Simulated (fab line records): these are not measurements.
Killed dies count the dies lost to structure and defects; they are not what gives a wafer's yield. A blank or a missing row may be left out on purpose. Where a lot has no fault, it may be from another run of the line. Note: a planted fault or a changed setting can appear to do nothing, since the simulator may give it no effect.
A struck lot beside a sound one || flow nand-harc || 14 out of 1302 route steps
Sound: these wafers, L349.2, L349.3, L349.6. Struck: wafer L356.4 (L356.1, L356.6, from the same lot, were not struck and are left out); the cause is given at the end.
Per side, at each step with rows, come the tool, then ch with its chambers, and then its first start. Under that, the readings that differ: sound wafers || struck wafers || difference of the means || sigmas: that difference in standard deviations of wafers without a fault.
alike: readings with means less than 2 such deviations apart, plus words and numbers identical on both sides. not compared: withheld readings, readings lacking a value on some wafer, bounds such as >300 that could conceal the same value, and numbers that have no deviation in the record and whose values overlap.
Wherever a step has rows on one side only, a row that says differs or no value, or a row with sigmas, the two part there. Non-overlapping numbers with no deviation appear without sigmas and do not part them. A reading missing from all wafers of one side parts the sides only when that side holds two or more wafers.

first, 7 steps without rows for these wafers: NHARC_A_SLIT_HMDS_02 (time 30 s); NHARC_A_SLIT_COAT_03 (resist thk 90 nm); NHARC_A_SLIT_SOFTBAKE_04 (time 55 s); NHARC_A_SLIT_EBR_05; NHARC_A_SLIT_EXPOSE_06 (exposes mask SLIT); NHARC_A_SLIT_PEB_07 (peb time 65 s); NHARC_A_SLIT_DEVELOP_08 (develop time 35 s).
NHARC_A_SLIT_CD_MEAS_09 targets a cd of 300 nm.
  sound on cd-sem-01 ch 0, day 23 11:48; struck on cd-sem-01 ch 0, day 26 14:19
  alike: cd-nm
NHARC_A_SLIT_OVL_MEAS_10:
  sound: overlay-02 at day 23 11:53; struck: overlay-02 at day 26 14:23
  alike: overlay-x-nm, overlay-y-nm
NHARC_A_SLIT_INSPECT_11:
  sound: defect-inspect-01 at day 23 11:55; struck: defect-inspect-01 at day 26 14:26
  alike: raw-defect-count
NHARC_A_SLIT_DESCUM_14: chemistry O2, time 3 s.
  sound on rie-diel-03 ch 0,3, day 23 11:59; struck on rie-diel-09 ch 0, day 26 14:31
{"reading": "rf-vpp-V (V)", "sound": "56.9 55.3 56.8", "struck": 59.6, "difference": "+3.3", "sigmas": "+4"}
{"reading": "showerhead-plenum-p-Torr (Torr)", "sound": "1.92 1.85 1.85", "struck": 2.01, "difference": "+0.14", "sigmas": "+2"}
  alike: chamber-pressure-mTorr, drypump-motor-current-A, oes-product-au, throttle-valve-pct
  not compared: rf-hours-counter-h
NHARC_A_SLIT_ETCH_24: etches the open film in CF4/CHF3, target depth 121 nm, time 60.5 s.
  sound on rie-diel-03 ch 0,1,2, day 23 12:04; struck on rie-diel-09 ch 0, day 26 14:35
{"reading": "showerhead-plenum-p-Torr (Torr)", "sound": "1.52 1.52 1.50", "struck": 1.65, "difference": "+0.14", "sigmas": "+3"}
{"reading": "throttle-valve-pct (%)", "sound": "16.808 16.810 16.808", "struck": 16.788, "difference": -0.021, "sigmas": -2}
  alike: bias-w, chamber-pressure-mTorr, drypump-motor-current-A, oes-product-au, rf-vpp-V, run-length-s
  not compared: rf-hours-counter-h
NHARC_A_SLIT_ETCH_15: etches the open film in O2/COS, target depth 6200 nm, time 1612 s.
  sound on rie-diel-03 ch 1,2,3, day 23 12:16; struck on rie-diel-09 ch 2, day 26 15:00
{"reading": "run-length-s (s)", "sound": "1632.4 1634.5 1633.3", "struck": 1226.8, "difference": -406.6, "sigmas": "-99 or more"}
{"reading": "model.A_SLIT.cd-offset-nm (nm)", "sound": "-1.971 -0.5841 -0.05707", "struck": -5.724, "difference": -4.853, "sigmas": ""}
  alike: chamber-pressure-mTorr, cos-flow-sccm, drypump-motor-current-A, oes-product-au, rf-vpp-V, showerhead-plenum-p-Torr, throttle-valve-pct
  not compared: bias-w, rf-hours-counter-h
NHARC_A_SLIT_ETCH_17: etches the open film in C4F8/O2/Ar, time 4254.5 s, target depth 20300 nm.
  sound on har-etch-01 ch 0,1, day 23 13:14; struck on har-etch-01 ch 0, day 26 20:02
  alike: chamber-pressure-mTorr, drypump-motor-current-A, showerhead-plenum-p-Torr, throttle-valve-pct
  not compared: rf-hours-counter-h, run-length-s

## WHERE THEY PART
Last at NHARC_A_SLIT_ETCH_15 as far as this record goes, first at NHARC_A_SLIT_DESCUM_14. Later steps at which nothing parts them and some readings are alike: NHARC_A_SLIT_ETCH_17.

WHY: what had been put in by the simulator
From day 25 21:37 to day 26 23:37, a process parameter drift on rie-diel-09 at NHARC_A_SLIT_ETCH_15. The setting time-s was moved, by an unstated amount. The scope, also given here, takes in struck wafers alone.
